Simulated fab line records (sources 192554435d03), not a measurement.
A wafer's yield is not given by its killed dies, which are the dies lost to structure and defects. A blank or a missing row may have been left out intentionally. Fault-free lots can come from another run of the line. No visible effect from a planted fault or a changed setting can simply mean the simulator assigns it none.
Matching of chambers + flow n5-finfet + ald-sin-04 running N5_ILD0_LINER_00: 4 sister chambers
The step material SiNx, target thk 4 nm, pulse time 1 s, purge time 2 s. 20 wafers are shown with their chamber, then 10 later ones without.

## EACH WAFER AND ITS CHAMBER
| wafer  | chamber | heater-power-w (W) | precursor-pulse-height-rel |
|--------|---------|--------------------|----------------------------|
| L075.1 | 1       | 763                | 0.985                      |
| L075.5 | 2       | 763                | 0.992                      |
| L075.6 | 3       | 825                | 0.990                      |
| L077.1 | 1       | 794                | 1.043                      |
| L077.4 | 1       | 768                | 1.013                      |
| L077.5 | 0       | 894                | 0.984                      |
| L083.4 | 2       | 748                | 0.991                      |
| L083.5 | 3       | 834                | 0.957                      |
| L083.6 | 0       | 920                | 0.993                      |
| L085.2 | 2       | 760                | 0.968                      |
| L085.3 | 1       | 795                | 1.019                      |
| L085.5 | 1       | 782                | 0.964                      |
| L090.1 | 3       | 819                | 1.028                      |
| L090.2 | 1       | 772                | 1.016                      |
| L090.3 | 2       | 756                | 0.995                      |
| L090.4 | 0       | 914                | 0.987                      |
| L090.5 | 2       | 766                | 1.015                      |
| L090.6 | 1       | 768                | 1.003                      |
| L092.1 | 3       | 862                | 1.006                      |
| L092.2 | 1       | 791                | 0.989                      |

SIGNATURES (means of the wafers above)
| reading                    | chamber 0 | chamber 1 | chamber 2 | chamber 3 | scatter within a chamber |
|----------------------------|-----------|-----------|-----------|-----------|--------------------------|
| heater-power-w             | 909.33    | 779.12    | 758.60    | 835.00    | 13.3                     |
| precursor-pulse-height-rel | 0.98800   | 1.00400   | 0.99220   | 0.99525   | 0.0224                   |
Rule: a wafer's distance from a chamber is the root of the sum, over the readings, of the square of ((its reading less the chamber's mean) divided by the reading's scatter). The wafer belongs to the nearest chamber; if the next one is less than 2 further off, it can't be placed. The scatter is the square root of a quotient: the sum, over the shown wafers, of each reading's squared deviation from its chamber's mean, divided by wafers minus chambers.

## WAFERS MISSING THEIR CHAMBER
| wafer  | heater-power-w (W) | precursor-pulse-height-rel |
|--------|--------------------|----------------------------|
| L092.3 | 758                | 1.016                      |
| L092.4 | 870                | 0.996                      |
| L092.5 | 840                | 0.979                      |
| L092.6 | 908                | 1.008                      |
| L096.2 | 729                | 1.005                      |
| L096.4 | 765                | 0.987                      |
| L096.6 | 910                | 0.947                      |
| L097.1 | 787                | 0.954                      |
| L097.2 | 700                | 1.013                      |
| L097.6 | 715                | 1.024                      |

## THE CHAMBER EACH PASSED THROUGH
| wafer  | from the rows above          | in truth |
|--------|------------------------------|----------|
| L092.3 | can't be placed: 2 or 1      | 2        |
| L092.4 | can't be placed: 3 or 0      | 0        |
| L092.5 | 3                            | 3        |
| L092.6 | 0                            | 0        |
| L096.2 | can't be placed: 2 or 1      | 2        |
| L096.4 | can't be placed: 2 or 1      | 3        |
| L096.6 | 0                            | 0        |
| L097.1 | can't be placed: 1 or 2 or 3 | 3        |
| L097.2 | can't be placed: 2 or 1      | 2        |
| L097.6 | can't be placed: 2 or 1      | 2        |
Correctly placed: 3 of 10. Can't be placed from these rows: 7 (the true chamber is among the candidates in 6). Wrongly placed: 0.
